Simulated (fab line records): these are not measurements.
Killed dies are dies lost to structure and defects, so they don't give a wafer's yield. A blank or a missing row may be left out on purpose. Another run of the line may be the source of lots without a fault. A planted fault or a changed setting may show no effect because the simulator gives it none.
fab line records ; flow n5Finfet
record lots=12; wafers=34; lastDay=17
route steps=1938 shown BEOL_M10@1503 PASSIVATION@1936
lots that met no fault: from a run of the same line without faults
startH: start of the lot's first displayed wafer, in hours after the record's first day ; waitH: how many hours have passed since the lot's step before this one ; " identical to the entry in the row above ; L1.1+2: one row covering several wafers at once ; - either no value or no given start ; * or withheld: withheld ; < > ~ a bound
route shown NAME@n: NAME is a module with steps in the file, n the number in the route of the first one ; usual: the fault-free wafers' mean and standard deviation ; same: alike in all rows ; chamber/n: place in a boat ; sites: per-site readings ; _std_site: their standard deviation ; _edge_site: inner sites' mean taken away from outer sites' mean ; radiusMm: for every site, how far away it sits from the centre of the wafer ; mask NAME#n: copy n ; behind: the tool/chamber that last shaped the wafer ; hold: cause of the lot's hold/its duration in hours/its outcome ; device: which transistor (n, p or np) failed to switch ; end of line: at the end of the route, the tests of the same wafers ; step lacking rows: just its recipe ; killed: the dies lost at the first sort to structure and to defects; this is not the yield of the wafer ; map: a wafer's dies, x killed, . not, _ none there
set.NAME: the setting the step ran with; set.NAME@STEP: the setting that earlier step ran with ; model.NAME: the simulator's own value behind a step, which no gauge read
one table for each step of the route and one row for each wafer, over a sample of lots
services: a tool's chamber out of use, with start hour (startH, from the record's first day; less than 0 if before it), hours out, and reason
## steps
# step N5_BEOL_M10_OVL_MEAS_29
# recipe pointsPerWafer=44
# usual V9_OVL=-0.2/0.6
lot.wafer;tool;chamber;startH;waitH;V9_OVL[nm]
L765.4;overlay-01;0;224.49;0.0;-0.9
L765.5;overlay-01;0;224.49;0.0;-0.4
L765.6;overlay-01;0;224.49;0.0;-1.5
L766.2;overlay-01;0;232.03;0.0;-1.6
L766.4;overlay-01;0;232.03;0.0;-1.5
L766.6;overlay-01;0;232.03;0.0;0.7
L768.1;overlay-01;0;235.58;0.0;-0.3
L768.2;overlay-01;0;235.58;0.0;-1.2
L768.5;overlay-01;0;235.58;0.0;0.1
L767.2;overlay-02;0;238.58;0.0;-1.3
L767.3;overlay-02;0;238.58;0.0;-0.2
L767.5;overlay-02;0;238.58;0.0;-0.5
L770.3;overlay-02;0;268.59;0.0;-1.9
L770.4;overlay-02;0;268.59;0.0;-0.8
L770.5;overlay-02;0;268.59;0.0;-1.7
L769.2;overlay-01;0;268.76;0.0;0.3
L769.6;overlay-01;0;268.76;0.0;-0.5
L773.1;overlay-02;0;275.11;0.0;-0.6
L773.3;overlay-02;0;275.11;0.0;0.1
L773.5;overlay-02;0;275.11;0.0;-0.4
L771.2;overlay-02;0;277.12;0.0;0.0
L771.5;overlay-02;0;277.12;0.0;0.1
L771.6;overlay-02;0;277.12;0.0;-0.5
L772.2;overlay-01;0;278.03;0.0;0.1
L772.4;overlay-01;0;278.03;0.0;-0.2
L772.5;overlay-01;0;278.03;0.0;0.9
L782.1;overlay-01;0;338.38;0.0;0.5
L782.2;overlay-01;0;338.38;0.0;0.3
L783.1;overlay-02;0;338.65;0.0;-0.3
L783.2;overlay-02;0;338.65;0.0;-1.2
L783.3;overlay-02;0;338.65;0.0;-0.1
L784.2;overlay-02;0;349.33;0.0;0.1
L784.3;overlay-02;0;349.33;0.0;-0.4
L784.4;overlay-02;0;349.33;0.0;0.1
# step N5_BEOL_M10_ALD_74
# recipe material=TaN; targetThkA=20; tempC=275; aldPrecursorFamily=PDMAT; aldCoReactant=NH3; pressureTorr=3; carrierFlowSccm=1500; pulseTimeS=2; purgeTimeS=3; coReactantPurgeTimeS=2; coReactantPulseTimeS=3; aldCycles=40; precursorVesselTempC=75; precursorVesselPressureTorr=26.25; precursorVesselCarrierSccm=1000
# usual heaterPowerW=420/36; precursorVesselTempC=74.97/0.12
lot.wafer;tool;chamber;startH;waitH;heaterPowerW;precursorVesselTempC
L765.4;aldMetal-04;3;226.20;0.1;434;74.86
L765.5;aldMetal-04;2;226.20;0.1;392;74.78
L765.6;aldMetal-04;3;226.20;0.1;436;74.91
L766.2;aldMetal-03;2;233.34;0.0;381;74.96
L766.4;aldMetal-03;0;233.34;0.0;366;74.97
L766.6;aldMetal-03;3;233.34;0.0;451;74.83
L768.1;aldMetal-03;2;237.20;0.0;385;75.25
L768.2;aldMetal-03;3;237.20;0.0;454;75.08
L768.5;aldMetal-03;0;237.20;0.0;368;74.87
L767.2;aldMetal-03;1;240.45;0.0;500;75.20
L767.3;aldMetal-03;0;240.45;0.0;368;75.27
L767.5;aldMetal-03;3;240.45;0.0;449;74.72
L770.3;aldMetal-02;3;270.07;0.1;421;74.82
L770.4;aldMetal-02;0;270.07;0.1;384;74.83
L770.5;aldMetal-02;3;270.07;0.1;421;74.94
L769.2;aldMetal-02;2;270.52;0.1;410;74.99
L769.6;aldMetal-02;1;270.52;0.1;457;74.97
L773.1;aldMetal-02;0;276.54;0.1;381;75.28
L773.3;aldMetal-02;3;276.54;0.1;411;74.97
L773.5;aldMetal-02;2;276.54;0.1;408;74.89
L771.2;aldMetal-02;1;278.57;0.0;453;75.07
L771.5;aldMetal-02;2;278.57;0.0;413;74.96
L771.6;aldMetal-02;3;278.57;0.0;432;74.96
L772.2;aldMetal-02;1;281.18;0.0;451;74.96
L772.4;aldMetal-02;2;281.18;0.0;418;74.76
L772.5;aldMetal-02;2;281.18;0.0;422;75.00
L782.1;aldMetal-03;3;339.82;0.0;457;74.93
L782.2;aldMetal-03;2;339.82;0.0;383;74.80
L783.1;aldMetal-03;0;340.74;0.1;366;74.76
L783.2;aldMetal-03;2;340.74;0.1;371;75.20
L783.3;aldMetal-03;3;340.74;0.1;465;75.19
L784.2;aldMetal-04;3;350.54;0.1;440;75.08
L784.3;aldMetal-04;1;350.54;0.1;415;75.07
L784.4;aldMetal-04;2;350.54;0.1;398;74.99
# step N5_BEOL_M10_SURFACE_TREAT_76
# recipe gas=Ar; timeS=*; ionEnergyEv=*; ionCurrentMaCm2=0.5; pressureMtorr=*; arFlowSccm=30
# usual throttleValvePct=*
lot.wafer;tool;chamber;startH;waitH;throttleValvePct
L765.4;pvdSputter-03;-;226.56;0.2;*
L765.5;pvdSputter-03;-;226.56;0.2;*
L765.6;pvdSputter-03;-;226.56;0.2;*
L766.2;pvdSputter-02;-;233.77;0.3;*
L766.4;pvdSputter-02;-;233.77;0.3;*
L766.6;pvdSputter-02;-;233.77;0.3;*
L768.1;pvdSputter-03;-;237.76;0.4;*
L768.2;pvdSputter-03;-;237.76;0.4;*
L768.5;pvdSputter-03;-;237.76;0.4;*
L767.2;pvdSputter-03;-;240.76;0.2;*
L767.3;pvdSputter-03;-;240.76;0.2;*
L767.5;pvdSputter-03;-;240.76;0.2;*
L770.3;pvdSputter-03;-;270.36;0.2;*
L770.4;pvdSputter-03;-;270.36;0.2;*
L770.5;pvdSputter-03;-;270.36;0.2;*
L769.2;pvdSputter-03;-;270.82;0.2;*
L769.6;pvdSputter-03;-;270.82;0.2;*
L773.1;pvdSputter-02;-;277.17;0.5;*
L773.3;pvdSputter-02;-;277.17;0.5;*
L773.5;pvdSputter-02;-;277.17;0.5;*
L771.2;pvdSputter-01;-;278.86;0.2;*
L771.5;pvdSputter-01;-;278.86;0.2;*
L771.6;pvdSputter-01;-;278.86;0.2;*
L772.2;pvdSputter-02;-;281.52;0.2;*
L772.4;pvdSputter-02;-;281.52;0.2;*
L772.5;pvdSputter-02;-;281.52;0.2;*
L782.1;pvdSputter-03;-;340.12;0.2;*
L782.2;pvdSputter-03;-;340.12;0.2;*
L783.1;pvdSputter-02;-;341.46;0.6;*
L783.2;pvdSputter-02;-;341.46;0.6;*
L783.3;pvdSputter-02;-;341.46;0.6;*
L784.2;pvdSputter-01;-;350.83;0.2;*
L784.3;pvdSputter-01;-;350.83;0.2;*
L784.4;pvdSputter-01;-;350.83;0.2;*
# step N5_BEOL_M10_ECD_50
# recipe material=Cu; targetThkA=3180
lot.wafer;tool;chamber;startH;waitH
L765.4+5+6;ecdCu-01;0,0,1;227.14;0.1
L766.2+4+6;ecdCu-01;0,1,1;234.12;0.1
L768.1+2+5;ecdCu-01;1,0,0;238.13;0.1
L767.2+3+5;ecdCu-02;1;241.08;0.1
L770.3+4+5;ecdCu-01;0,1,1;270.80;0.1
L769.2+6;ecdCu-01;1;271.11;0.1
L773.1+3+5;ecdCu-02;0,1,0;277.68;0.1
L771.2+5+6;ecdCu-01;1,1,0;279.18;0.1
L772.2+4+5;ecdCu-01;1;281.81;0.1
L782.1+2;ecdCu-01;1,0;340.62;0.1
L783.1+2+3;ecdCu-02;1,0,0;341.80;0.1
L784.2+3+4;ecdCu-02;0,1,0;351.21;0.1
# step N5_BEOL_M10_CMP_52
# recipe stopOn=SiCOH_lowk; tOverpolishS=7; downForcePsi=1; platenRpm=50; clearingPlatenDownForcePsi=1.5; clearingPlatenRpm=50; postCmpClean=cuAlkaline; targetThkNm=140; clearingPlatenPadVelocityMS=0.99484; padVelocityMS=0.99484
# usual motorCurrentA=6.1/0.95; padLifeWafers=855/430; timeToEndpointS=66.5/3
lot.wafer;tool;chamber;startH;waitH;motorCurrentA;padLifeWafers;timeToEndpointS
L765.4;cmp-02;0;227.71;0.2;4.9;1821;68.0
L765.5;cmp-02;1;227.71;0.2;6.2;-;66.5
L765.6;cmp-02;2;227.71;0.2;6.6;-;69.0
L766.4;cmp-03;2;234.62;0.2;4.5;632;67.0
L766.2;cmp-03;3;234.62;0.2;6.7;633;62.1
L766.6;cmp-03;1;234.62;0.2;6.0;-;65.8
L768.2;cmp-03;1;239.02;0.3;6.1;674;61.5
L768.1;cmp-03;2;239.02;0.3;4.2;675;65.1
L768.5;cmp-03;0;239.02;0.3;5.3;-;61.0
L767.2;cmp-01;0;241.49;0.2;6.4;258;63.7
L767.3;cmp-01;2;241.49;0.2;7.6;260;66.8
L767.5;cmp-01;0;241.49;0.2;6.7;-;64.7
L770.3;cmp-01;2;271.61;0.2;7.9;500;66.2
L770.4;cmp-01;3;271.61;0.2;6.6;501;70.1
L770.5;cmp-01;0;271.61;0.2;6.6;-;67.4
L769.2;cmp-03;3;271.89;0.3;6.4;962;65.5
L769.6;cmp-03;1;271.89;0.3;6.2;-;69.8
L773.3;cmp-01;2;278.09;0.2;7.8;552;66.3
L773.1;cmp-01;1;278.09;0.2;7.3;555;68.2
L773.5;cmp-01;2;278.09;0.2;7.8;-;65.9
L771.2;cmp-02;0;279.71;0.3;4.8;111;66.6
L771.5;cmp-02;1;279.71;0.3;6.2;-;63.8
L771.6;cmp-02;2;279.71;0.3;5.7;-;68.4
L772.2;cmp-01;2;282.25;0.2;8.0;583;65.2
L772.4;cmp-01;3;282.25;0.2;6.2;584;67.8
L772.5;cmp-01;2;282.25;0.2;7.4;-;64.7
L782.2;cmp-02;2;341.60;0.3;6.0;644;69.3
L782.1;cmp-02;3;341.60;0.3;5.8;645;111.6
L783.3;cmp-01;2;342.52;0.2;7.7;1056;65.6
L783.1;cmp-01;0;342.52;0.2;6.4;1058;61.6
L783.2;cmp-01;1;342.52;0.2;7.7;1059;66.7
L784.4;cmp-02;0;351.66;0.2;4.8;727;73.4
L784.3;cmp-02;1;351.66;0.2;6.4;728;69.4
L784.2;cmp-02;2;351.66;0.2;6.1;729;69.2
# step N5_PASSIVATION_PROBE_49
# usual defectLimitedYield=91.0/1.5; killed_at_M0_to_M3=33/9.4; killed_at_M4_up=14/4.8; killedAtContacts=13/7.3; killedAtFrontEnd=43/13; killedAtOther=3.6/2.9; killedDies=106/18; killedOpen=69/13; killedShort=35/8.2; sort_bin_5_function=5.3/1; sort_bin_6_memory=3.3/0.68; sort_bin_8_speed=0.01/0.027; sortNPass=1074/18; sortYieldPct=91.0/1.5
# same grossDies=1180; killedAtBackSide=0; sort_bin_4_leakage[%]=0
lot.wafer;tool;chamber;startH;waitH;defectLimitedYield[%];killed_at_M0_to_M3;killed_at_M4_up;killedAtContacts;killedAtFrontEnd;killedAtOther;killedDies;killedOpen;killedShort;sort_bin_5_function[%];sort_bin_6_memory[%];sort_bin_8_speed[%];sortNPass;sortYieldPct[%]
L765.4;prober-02;-;277.23;0.4;91.2;20;11;25;45;3;104;67;37;5.3;3.0;0;1076;91.2
L765.5;prober-02;-;277.28;0.4;90.8;47;11;14;34;2;108;75;33;5.1;3.9;0;1072;90.8
L765.6;prober-02;-;277.33;0.5;91.2;50;10;8;36;0;104;66;36;5.1;3.3;0;1076;91.2
L766.2;prober-01;-;280.47;0.1;88.5;26;25;30;48;7;136;102;33;7.5;3.8;0;1044;88.5
L766.4;prober-01;-;280.57;0.2;90.3;23;13;33;43;2;114;76;37;5.8;3.4;0;1066;90.3
L766.6;prober-01;-;280.67;0.3;88.9;48;23;21;38;1;131;89;42;6.1;4.7;0;1049;88.9
L768.1;prober-01;-;289.43;0.0;93.2;18;16;5;31;10;80;56;24;4.3;2.2;0;1100;93.2
L768.2;prober-01;-;289.48;0.1;93.2;21;20;6;29;4;80;48;32;3.9;2.4;0;1100;93.2
L768.5;prober-01;-;289.63;0.2;92.1;35;14;14;28;2;93;58;33;4.4;3.2;0;1087;92.1
L767.2;prober-02;-;290.26;0.1;88.6;37;16;18;61;3;135;85;47;7.5;3.5;0;1045;88.6
L767.3;prober-02;-;290.31;0.1;87.6;39;12;25;64;6;146;96;45;7.8;4.0;0;1034;87.6
L767.5;prober-02;-;290.41;0.2;90.4;33;10;28;42;0;113;72;38;5.7;2.9;0;1067;90.4
L770.3;prober-01;-;317.13;0.1;95.4;19;11;1;23;0;54;35;19;3.1;1.4;0;1126;95.4
L770.4;prober-01;-;317.18;0.2;95.1;22;10;0;25;1;58;36;20;3.6;1.1;0;1122;95.1
L770.5;prober-01;-;317.23;0.2;93.1;19;13;9;35;5;81;62;19;4.0;2.5;0;1099;93.1
L769.2;prober-02;-;322.79;0.1;91.4;31;16;5;45;4;101;61;39;4.7;3.1;0;1079;91.4
L769.6;prober-02;-;322.99;0.3;92.6;13;7;8;58;1;87;57;28;4.1;3.3;0;1093;92.6
L773.1;prober-01;-;325.56;0.0;90.1;37;16;16;45;3;117;72;44;6.4;2.9;0;1063;90.1
L773.3;prober-01;-;325.66;0.1;91.0;35;13;7;46;5;106;68;38;5.1;3.6;0;1074;91.0
L773.5;prober-01;-;325.76;0.2;93.7;18;13;7;31;5;74;42;32;3.2;2.8;0;1106;93.7
L771.2;prober-02;-;329.36;0.1;91.9;17;19;9;48;3;96;68;26;4.7;3.1;0;1084;91.9
L771.5;prober-02;-;329.51;0.2;92.2;27;14;9;40;2;92;58;30;4.9;2.3;0;1088;92.2
L771.6;prober-02;-;329.56;0.3;91.2;21;14;14;43;12;104;73;31;4.4;4.3;0;1076;91.2
L772.2;prober-02;-;343.15;0.1;90.6;42;10;26;26;7;111;69;39;6.0;2.9;0;1069;90.6
L772.4;prober-02;-;343.25;0.2;90.5;37;3;13;57;2;112;60;48;5.0;3.6;0;1068;90.5
L772.5;prober-02;-;343.30;0.2;92.4;25;2;19;36;8;90;46;42;4.0;2.8;0;1090;92.4
L782.1;prober-02;-;388.38;0.0;92.1;25;11;14;36;7;93;59;33;4.2;3.2;0;1087;92.1
L782.2;prober-02;-;388.43;0.1;89.2;35;17;7;59;9;127;82;42;5.8;4.2;0;1053;89.2
L783.1;prober-01;-;390.18;0.0;90.6;30;17;26;36;2;111;69;42;5.3;3.6;0;1069;90.6
L783.2;prober-01;-;390.23;0.1;92.6;18;8;20;41;0;87;55;32;4.4;2.5;0;1093;92.6
L783.3;prober-01;-;390.28;0.1;93.4;20;18;15;22;3;78;56;22;4.0;2.3;0;1102;93.4
L784.2;prober-01;-;400.40;0.1;93.2;24;16;20;20;0;80;53;21;4.2;2.0;0;1100;93.2
L784.3;prober-01;-;400.45;0.1;91.7;27;16;27;26;2;98;69;26;4.4;3.3;0.08;1081;91.6
L784.4;prober-01;-;400.50;0.2;90.9;23;20;21;38;5;107;70;37;5.1;3.6;0;1073;90.9
# killed by level:class
L765.4 MOL_CONTACT_COAG:geometricParticle:open=21 STI_FIN_REVEAL:geometricParticle:open=8 FIN_SAQP:geometricParticle:short=7 DUMMY_GATE:geometricParticle:open=7 FIN_SAQP:geometricParticle:open=6 BEOL_M0_SAQP:geometricParticle:short=6 GATE_CUT:geometricParticle:short=6 BEOL_M4:geometricParticle:open=5
L765.5 STI_FIN_REVEAL:geometricParticle:open=14 BEOL_M0:geometricParticle:short=13 MOL_CONTACT_COAG:geometricParticle:open=12 BEOL_M3:geometricParticle:open=12 BEOL_M2:geometricParticle:open=7 BEOL_M0_SAQP:geometricParticle:open=6 FIN_SAQP:geometricParticle:short=4 BEOL_M0_SAQP:geometricParticle:short=4
L765.6 STI_FIN_REVEAL:geometricParticle:open=18 BEOL_M0_SAQP:geometricParticle:short=12 BEOL_M2:geometricParticle:open=12 BEOL_M0:geometricParticle:open=9 MOL_CONTACT_COAG:geometricParticle:open=5 BEOL_M0_SAQP:geometricParticle:open=4 STARTING-WAFER:geometricParticle:short=3 DUMMY_GATE:geometricParticle:open=3
L766.2 MOL_CONTACT_COAG:geometricParticle:open=27 BEOL_M4:geometricParticle:open=17 FIN_SAQP:geometricParticle:open=14 STI_FIN_REVEAL:geometricParticle:open=12 BEOL_M0_SAQP:geometricParticle:short=9 BEOL_M0_SAQP:geometricParticle:open=8 FIN_SAQP:geometricParticle:short=6 STI_FIN_REVEAL:geometricParticle:short=6
L766.4 MOL_CONTACT_COAG:geometricParticle:open=24 FIN_SAQP:geometricParticle:open=12 STI_FIN_REVEAL:geometricParticle:open=9 MOL_CONTACT_COAG:geometricParticle:short=9 BEOL_M3:geometricParticle:open=6 FIN_SAQP:geometricParticle:short=5 BEOL_M4:geometricParticle:open=5 BEOL_M2:geometricParticle:short=4
L766.6 MOL_CONTACT_COAG:geometricParticle:open=19 BEOL_M4:geometricParticle:open=13 BEOL_M0_SAQP:geometricParticle:open=10 BEOL_M0_SAQP:geometricParticle:short=10 BEOL_M1:geometricParticle:open=9 FIN_SAQP:geometricParticle:short=7 BEOL_M3:geometricParticle:open=6 FIN_SAQP:geometricParticle:open=4
L768.1 BEOL_M4:geometricParticle:open=14 STI_FIN_REVEAL:geometricParticle:open=10 GATE_CUT:geometricParticle:short=7 MOL_CONTACT_COAG:geometricParticle:open=5 BEOL_M2:geometricParticle:open=5 BEOL_M3:geometricParticle:open=4 MIM_TOP_ETCH:geometricParticle:short=4 GATE_CUT:geometricParticle:open=3
L768.2 BEOL_M4:geometricParticle:open=7 STI_FIN_REVEAL:geometricParticle:open=6 GATE_CUT:geometricParticle:short=6 MOL_CONTACT_COAG:geometricParticle:short=5 BEOL_M2:geometricParticle:open=5 GATE_CUT:geometricParticle:open=4 BEOL_M1:geometricParticle:open=4 BEOL_M4:geometricParticle:short=4
L768.5 MOL_CONTACT_COAG:geometricParticle:open=11 BEOL_M1:geometricParticle:open=11 BEOL_M3:geometricParticle:open=6 BEOL_M1:geometricParticle:short=5 DUMMY_GATE:geometricParticle:open=4 GATE_CUT:geometricParticle:short=4 BEOL_M0_SAQP:geometricParticle:short=4 BEOL_M2:geometricParticle:open=4
L767.2 MOL_CONTACT_COAG:geometricParticle:open=13 BEOL_M3:geometricParticle:open=10 STI_FIN_REVEAL:geometricParticle:open=9 FIN_SAQP:geometricParticle:short=7 GATE_CUT:geometricParticle:short=7 FIN_SAQP:geometricParticle:open=6 GATE_CUT:geometricParticle:open=6 BEOL_M0_SAQP:geometricParticle:short=6
L767.3 MOL_CONTACT_COAG:geometricParticle:open=20 BEOL_M2:geometricParticle:open=16 FIN_SAQP:geometricParticle:open=11 GATE_CUT:geometricParticle:short=11 STI_FIN_REVEAL:geometricParticle:open=10 FIN_SAQP:geometricParticle:short=7 BEOL_M1:geometricParticle:open=5 MOL_CONTACT_COAG:geometricParticle:short=5
L767.5 MOL_CONTACT_COAG:geometricParticle:open=21 STI_FIN_REVEAL:geometricParticle:open=9 BEOL_M0_SAQP:geometricParticle:short=9 GATE_CUT:geometricParticle:short=8 BEOL_M0_SAQP:geometricParticle:open=8 MOL_CONTACT_COAG:geometricParticle:short=7 DUMMY_GATE:geometricParticle:open=5 BEOL_M4:geometricParticle:open=5
L770.3 BEOL_M0_SAQP:geometricParticle:short=6 FIN_SAQP:geometricParticle:open=5 BEOL_M4:geometricParticle:open=5 GATE_CUT:geometricParticle:open=4 BEOL_M0_SAQP:geometricParticle:open=4 ILD0:geometricParticle:open=3 GATE_CUT:geometricParticle:short=3 BEOL_M0:geometricParticle:open=3
L770.4 BEOL_M2:geometricParticle:open=8 FIN_SAQP:geometricParticle:open=5 BEOL_M4:geometricParticle:open=5 FIN_SAQP:geometricParticle:short=4 GATE_CUT:geometricParticle:open=4 BEOL_M0_SAQP:geometricParticle:short=4 BEOL_M0:geometricParticle:open=3 BEOL_M1:geometricParticle:open=3
L770.5 FIN_SAQP:geometricParticle:open=11 MOL_CONTACT_COAG:geometricParticle:open=8 STI_FIN_REVEAL:geometricParticle:open=7 BEOL_M1:geometricParticle:open=6 BEOL_M4:geometricParticle:open=5 BEOL_M0:geometricParticle:open=4 FIN_SAQP:geometricParticle:short=3 BEOL_M0_SAQP:geometricParticle:open=3
L769.2 STI_FIN_REVEAL:geometricParticle:open=13 BEOL_M0_SAQP:geometricParticle:short=12 BEOL_M3:geometricParticle:open=9 FIN_SAQP:geometricParticle:open=8 BEOL_M4:geometricParticle:open=6 GATE_CUT:geometricParticle:short=5 BEOL_M5:geometricParticle:open=4 STARTING-WAFER:geometricParticle:short=4
L769.6 STI_FIN_REVEAL:geometricParticle:open=23 STI_FIN_REVEAL:geometricParticle:short=8 FIN_SAQP:geometricParticle:short=7 MOL_CONTACT_COAG:geometricParticle:open=7 BEOL_M0_SAQP:geometricParticle:open=6 FIN_SAQP:geometricParticle:open=4 GATE_CUT:geometricParticle:short=4 ILD0:geometricParticle:short=3
L773.1 BEOL_M2:geometricParticle:open=20 FIN_SAQP:geometricParticle:short=12 STI_FIN_REVEAL:geometricParticle:open=9 MOL_CONTACT_COAG:geometricParticle:open=9 BEOL_M4:geometricParticle:open=8 FIN_SAQP:geometricParticle:open=7 MOL_CONTACT_COAG:geometricParticle:short=7 BEOL_M0_SAQP:geometricParticle:short=6
L773.3 STI_FIN_REVEAL:geometricParticle:open=11 FIN_SAQP:geometricParticle:short=9 BEOL_M0_SAQP:geometricParticle:short=8 DUMMY_GATE:geometricParticle:open=7 BEOL_M0_SAQP:geometricParticle:open=7 BEOL_M3:geometricParticle:short=7 BEOL_M4:geometricParticle:open=7 BEOL_M3:geometricParticle:open=6
L773.5 FIN_SAQP:geometricParticle:short=9 BEOL_M4:geometricParticle:open=6 GATE_CUT:geometricParticle:short=6 BEOL_M2:geometricParticle:open=6 STI_FIN_REVEAL:geometricParticle:open=5 FIN_SAQP:geometricParticle:open=4 MOL_CONTACT_COAG:geometricParticle:short=4 MOL_CONTACT_COAG:geometricParticle:open=3
L771.2 FIN_SAQP:geometricParticle:open=15 FIN_SAQP:geometricParticle:short=11 STI_FIN_REVEAL:geometricParticle:open=10 MOL_CONTACT_COAG:geometricParticle:open=9 BEOL_M4:geometricParticle:open=8 BEOL_M1:geometricParticle:open=7 BEOL_M0_SAQP:geometricParticle:open=4 BEOL_M6:geometricParticle:open=4
L771.5 BEOL_M4:geometricParticle:open=12 STI_FIN_REVEAL:geometricParticle:open=9 FIN_SAQP:geometricParticle:open=8 BEOL_M3:geometricParticle:open=8 FIN_SAQP:geometricParticle:short=6 MOL_CONTACT_COAG:geometricParticle:open=6 BEOL_M1:geometricParticle:open=6 HKMG_FIN:areaEtch=4
L771.6 STI_FIN_REVEAL:geometricParticle:open=11 MOL_CONTACT_COAG:geometricParticle:open=10 FIN_SAQP:geometricParticle:open=9 BEOL_M4:geometricParticle:open=8 MIM_TOP:geometricParticle:short=7 FIN_SAQP:geometricParticle:short=6 DUMMY_GATE:geometricParticle:open=5 MOL_CONTACT_COAG:geometricParticle:short=4
L772.2 MOL_CONTACT_COAG:geometricParticle:open=16 BEOL_M0_SAQP:geometricParticle:open=14 MOL_CONTACT_COAG:geometricParticle:short=10 FIN_SAQP:geometricParticle:open=8 FIN_SAQP:geometricParticle:short=7 BEOL_M1:geometricParticle:open=6 BEOL_M0:geometricParticle:short=6 BEOL_M3:geometricParticle:open=5
L772.4 STI_FIN_REVEAL:geometricParticle:open=14 FIN_SAQP:geometricParticle:short=11 MOL_CONTACT_COAG:geometricParticle:open=10 FIN_SAQP:geometricParticle:open=9 BEOL_M1:geometricParticle:open=9 BEOL_M0_SAQP:geometricParticle:short=9 BEOL_M0_SAQP:geometricParticle:open=7 BEOL_M0:geometricParticle:short=7
L772.5 MOL_CONTACT_COAG:geometricParticle:open=14 STI_FIN_REVEAL:geometricParticle:open=12 BEOL_M0:geometricParticle:short=9 MOL_CONTACT_COAG:geometricParticle:short=5 BEOL_M1:geometricParticle:open=5 SPACER0:geometricParticle:short=4 FIN_SAQP:geometricParticle:short=3 FIN_SAQP:geometricParticle:open=3
L782.1 MOL_CONTACT_COAG:geometricParticle:open=13 FIN_SAQP:geometricParticle:open=8 BEOL_M3:geometricParticle:open=7 BEOL_M0_SAQP:geometricParticle:open=6 STI_FIN_REVEAL:geometricParticle:open=5 BEOL_M0_SAQP:geometricParticle:short=5 FIN_SAQP:geometricParticle:short=4 BEOL_M3:geometricParticle:short=4
L782.2 FIN_SAQP:geometricParticle:short=14 STI_FIN_REVEAL:geometricParticle:open=14 FIN_SAQP:geometricParticle:open=9 BEOL_M4:geometricParticle:open=9 BEOL_M0_SAQP:geometricParticle:short=8 BEOL_M0_SAQP:geometricParticle:open=7 DUMMY_GATE:geometricParticle:open=6 STARTING-WAFER:geometricParticle:open=6
L783.1 MOL_CONTACT_COAG:geometricParticle:open=19 STI_FIN_REVEAL:geometricParticle:open=17 BEOL_M0_SAQP:geometricParticle:open=10 BEOL_M0_SAQP:geometricParticle:short=10 FIN_SAQP:geometricParticle:short=8 MOL_CONTACT_COAG:geometricParticle:short=7 BEOL_M2:geometricParticle:open=5 GATE_CUT:geometricParticle:short=4
L783.2 MOL_CONTACT_COAG:geometricParticle:open=16 STI_FIN_REVEAL:geometricParticle:open=11 FIN_SAQP:geometricParticle:short=10 FIN_SAQP:geometricParticle:open=8 BEOL_M0_SAQP:geometricParticle:short=7 MOL_CONTACT_COAG:geometricParticle:short=4 BEOL_M2:geometricParticle:open=4 STI_FIN_REVEAL:geometricParticle:short=3
L783.3 MOL_CONTACT_COAG:geometricParticle:open=14 STI_FIN_REVEAL:geometricParticle:open=7 FIN_SAQP:geometricParticle:short=4 BEOL_M0_SAQP:geometricParticle:open=4 BEOL_M4:geometricParticle:open=4 STARTING-WAFER:geometricParticle:open=4 GATE_CUT:geometricParticle:short=3 DUMMY_GATE:geometricParticle:open=3
L784.2 MOL_CONTACT_COAG:geometricParticle:open=17 BEOL_M2:geometricParticle:open=10 BEOL_M4:geometricParticle:short=6 HKMG_FIN:areaEtch=5 FIN_SAQP:geometricParticle:open=4 BEOL_M3:geometricParticle:open=4 MOL_CONTACT_COAG:geometricParticle:short=3 BEOL_M0_SAQP:geometricParticle:short=3
L784.3 MOL_CONTACT_COAG:geometricParticle:open=23 FIN_SAQP:geometricParticle:open=8 BEOL_M4:geometricParticle:open=8 BEOL_M3:geometricParticle:open=7 BEOL_M2:geometricParticle:open=6 MOL_CONTACT_COAG:geometricParticle:short=4 BEOL_M1:geometricParticle:open=4 BEOL_M4:geometricParticle:short=4
L784.4 MOL_CONTACT_COAG:geometricParticle:open=17 FIN_SAQP:geometricParticle:open=12 FIN_SAQP:geometricParticle:short=9 BEOL_M4:geometricParticle:open=9 BEOL_M3:geometricParticle:open=6 BEOL_M0_SAQP:geometricParticle:short=5 MOL_CONTACT_COAG:geometricParticle:short=4 BEOL_M0_SAQP:geometricParticle:open=4
## services
tool;chamber;startH;hours;kind
cmp-01;-;203.68;4.0;pm
cmp-03;-;217.35;4.0;repair
aldMetal-02;1;219.92;10.1;repair
aldMetal-02;-;224.23;4.3;pm
cmp-03;-;227.05;4.2;repair
cmp-02;-;236.73;2.3;repair
aldMetal-03;1;258.07;3.2;repair
cmp-02;-;263.21;4.0;pm
aldMetal-04;-;263.89;0.7;repair
aldMetal-03;-;274.25;28.1;pm
pvdSputter-02;-;288.76;8.9;repair
cmp-03;-;297.84;1.4;repair
cmp-01;-;302.21;1.4;repair
aldMetal-03;0;310.59;2.4;repair
pvdSputter-01;-;326.48;1.0;repair
cmp-03;-;329.41;1.3;repair
ecdCu-02;-;333.30;1.1;repair
aldMetal-02;-;337.43;14.0;pm
aldMetal-02;0;337.43;14.0;ventCycle
aldMetal-02;1;337.43;14.0;ventCycle
aldMetal-02;2;337.43;14.0;ventCycle
aldMetal-02;3;337.43;14.0;ventCycle
aldMetal-02;0;351.43;-;clean
aldMetal-02;1;351.43;-;clean
## key
firstSign step=N5_BEOL_M10_CMP_52; reading=timeToEndpointS; direction=up; sigmas=15; usual=*; struck=*
effect none on later readings
metAt N5_BEOL_M10_ECD_50
struckLots L782
struckWafers L782.1
notActingAt N5_BEOL_M10_OVL_MEAS_29,N5_BEOL_M10_ALD_74,N5_BEOL_M10_SURFACE_TREAT_76
onsetBetween 281.81 340.62
fault kind=processParameterDrift; tool=ecdCu-01; chamber=-; onsetH=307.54; steps=N5_BEOL_M10_ECD_50; channel=targetThkA; offset=*; shape=step; endH=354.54; scope=struckWafersOnly; actsIn=*; stated=*
